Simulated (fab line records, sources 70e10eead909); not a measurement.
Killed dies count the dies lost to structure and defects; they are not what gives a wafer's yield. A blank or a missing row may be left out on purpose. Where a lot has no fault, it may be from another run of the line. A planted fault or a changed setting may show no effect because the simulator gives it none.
The tool behind it: which one? | flow nand harc | 6 lots with 18 wafers sampled at 2 steps, on a route of 1302 steps

WHAT EACH GAUGE READ, for each wafer
NHARC_P_ZERO_WELL_CD_MEAS_37: target cd 720 nm.
lot  | measured     | on        | cd nm (nm)
L993 | day 2 12:50  | cd sem-03 | 719.3 718.2 720.5
L995 | day 3 06:07  | cd sem-01 | 720.4 722.0 722.3
L998 | day 4 12:25  | cd sem-02 | - - -
L108 | day 8 16:17  | cd sem-03 | 720.9 720.3 720.1
L111 | day 9 22:09  | cd sem-02 | 721.7 722.0 719.3
L114 | day 11 04:02 | cd sem-02 | 718.2 718.8 719.1

EACH LOT AND THE TOOL THAT RAN IT (in order: tool; ch and the chambers of the sampled wafers; start)
lot  | NHARC_P_ZERO_WELL_EXPOSE_34
L993 | krf scanner-03 ch 0, day 2 12:41
L995 | krf scanner-02 ch 0, day 3 05:58
L998 | krf scanner-03 ch 0, day 4 12:15
L108 | krf scanner-03 ch 0, day 8 16:08
L111 | krf scanner-03 ch 0, day 9 22:00
L114 | krf scanner-03 ch 0, day 11 03:52
- NHARC_P_ZERO_WELL_EXPOSE_34: exposes mask P PWELL, target cd 720 nm.

THE ANSWER, worked out from the rows above alone
Rule: the usual values come from the lots themselves. Put in order of their means at a reading, lots are off if they are a third of the lots or fewer, leave a main group of 4 or more, and stand apart from it by a gap of 3 or more times the standard deviation of the main group's means; of several such gaps the widest counts. A main group is skipped when, at the precision printed for the reading in the tables above, its means are all equal. A lot without any number at a reading at which 4 lots or more have one is off too. The other lots that the step has rows for count as sound.
Off: L998 (NHARC_P_ZERO_WELL_CD_MEAS_37, cd nm). Without a number there: L998. Mean 720.2 nm and standard deviation 1.1 in the main group.
A tool fits if, at a process step before that reading, it ran every lot that is off, and no sound lot after the first of them. Those tools and the gauges at NHARC_P_ZERO_WELL_CD_MEAS_37 are tried in the same way. Of those tried, none fits.

WHAT THE SIMULATOR HAD INSERTED
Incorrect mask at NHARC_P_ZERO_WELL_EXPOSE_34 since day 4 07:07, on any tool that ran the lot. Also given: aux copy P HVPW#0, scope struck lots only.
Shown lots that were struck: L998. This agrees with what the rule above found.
